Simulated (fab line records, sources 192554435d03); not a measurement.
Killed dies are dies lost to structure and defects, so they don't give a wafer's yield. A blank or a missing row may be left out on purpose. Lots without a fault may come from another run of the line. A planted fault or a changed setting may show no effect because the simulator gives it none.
One fault seen from 2 desks | flow n5_finfet | each desk has only its own numbers; what lay behind them comes last

THE METROLOGY DESK
What the gauges read, lot by lot, whatever tool the lot ran on: means of the sampled wafers that have a number. A lot is out of limits, marked OUT, if its mean lies more than 4 standard deviations from the usual mean; the brackets give that distance. Of its 13 readings 7 are shown: the one that was out of limits first, and those that lie furthest out on some lot.
Columns: A = cd_nm at N5_WELL_APT_CD_MEAS_25, usual 200.1 nm; B = DIBL_P at N5_BEOL_M4_RC_MEAS_101, usual 36.6 mV/V; C = IOFF_P at N5_BEOL_M4_RC_MEAS_101, usual 0.210 nA/um; D = ION_P at N5_BEOL_M4_RC_MEAS_101, usual 464 uA/um; E = SS_N at N5_BEOL_M4_RC_MEAS_101, usual 71.4 mV/dec; F = VT_N at N5_BEOL_M4_RC_MEAS_101, usual 249.1 mV; G = VT_P at N5_BEOL_M4_RC_MEAS_101, usual -250 mV
lot  | first seen here | A                | B    | C     | D   | E    | F     | G
L785 | day 2 06:46     | 199.7            | 35.7 | 0.215 | 470 | 71.2 | 247.2 | -248
L786 | day 2 12:38     | 203.5            | 35.1 | 0.190 | 461 | 71.1 | 250.8 | -252
L789 | day 3 06:47     | 199.6            | 36.8 | 0.246 | 472 | 71.7 | 246.2 | -246
L790 | day 3 12:46     | 218.5 (+8.0) OUT | 36.4 | 0.210 | 463 | 71.2 | 249.9 | -248
L794 | day 4 12:39     | 218.3 (+7.9) OUT | 37.1 | 0.197 | 453 | 71.4 | 247.2 | -254
L796 | day 5 00:50     | 197.3            | 37.7 | 0.266 | 472 | 71.3 | 244.8 | -245
L799 | day 5 18:50     | 199.1            | 39.7 | 0.235 | 464 | 72.6 | 248.6 | -250
L800 | day 6 00:57     | 198.6            | 36.5 | 0.189 | 458 | 71.8 | 251.2 | -253
L803 | day 6 18:39     | 198.4            | 37.2 | 0.195 | 458 | 71.4 | 249.8 | -253
L804 | day 7 00:46     | 201.2            | 34.1 | 0.210 | 464 | 71.2 | 251.0 | -249
This desk's finding: out of limits on L790, L794; first on L790, day 3 15:16 (cd_nm at N5_WELL_APT_CD_MEAS_25). In limits: L785, L786, L789, L796, L799, L800, L803, L804.

THE TOOL OWNER'S DESK: litho_track-03
The tool's own readings at N5_WELL_APT_PEB_23 (peb time 90 s): means of the sampled wafers that have a number, for each lot that ran on this tool. A lot is out of limits, marked OUT, if its mean lies more than 4 standard deviations from the usual mean; the brackets give that distance.
Columns: A = exhaust_pa at N5_WELL_APT_PEB_23, usual 45.1 Pa; B = heater_power_total_W at N5_WELL_APT_PEB_23, usual 172.5 W; C = plate_temp_C at N5_WELL_APT_PEB_23, usual 130.02 C
lot  | first seen here | A    | B               | C
L785 | day 2 09:35     | 44.9 | 171.4           | 130.05
L789 | day 3 09:04     | 45.3 | 172.0           | 129.99
L790 | day 3 15:09     | 44.7 | 180.8 (+11) OUT | 134.31 (+33) OUT
L794 | day 4 14:38     | 46.5 | 180.2 (+11) OUT | 134.31 (+33) OUT
This desk's finding: out of limits on L790, L794; first on L790, day 3 15:09 (heater_power_total_W at N5_WELL_APT_PEB_23). In limits: L785, L789.

PUT TOGETHER
The tool owner's desk could have raised an alarm at day 3 15:09, on L790, L794.
The metrology desk could have raised an alarm at day 3 15:16, on L790, L794.
Of the lots named, all ran N5_WELL_APT_PEB_23 on litho_track-03.

WHAT THE SIMULATOR HAD PUT IN
Process parameter drift: litho_track-03, from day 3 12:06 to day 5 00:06, at N5_WELL_APT_PEB_23. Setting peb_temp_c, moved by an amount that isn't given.
Lots struck among those shown: L790, L794.
Hours from the fault's start to each desk's first reading out of limits: the tool owner's desk, 3; the metrology desk, 3.
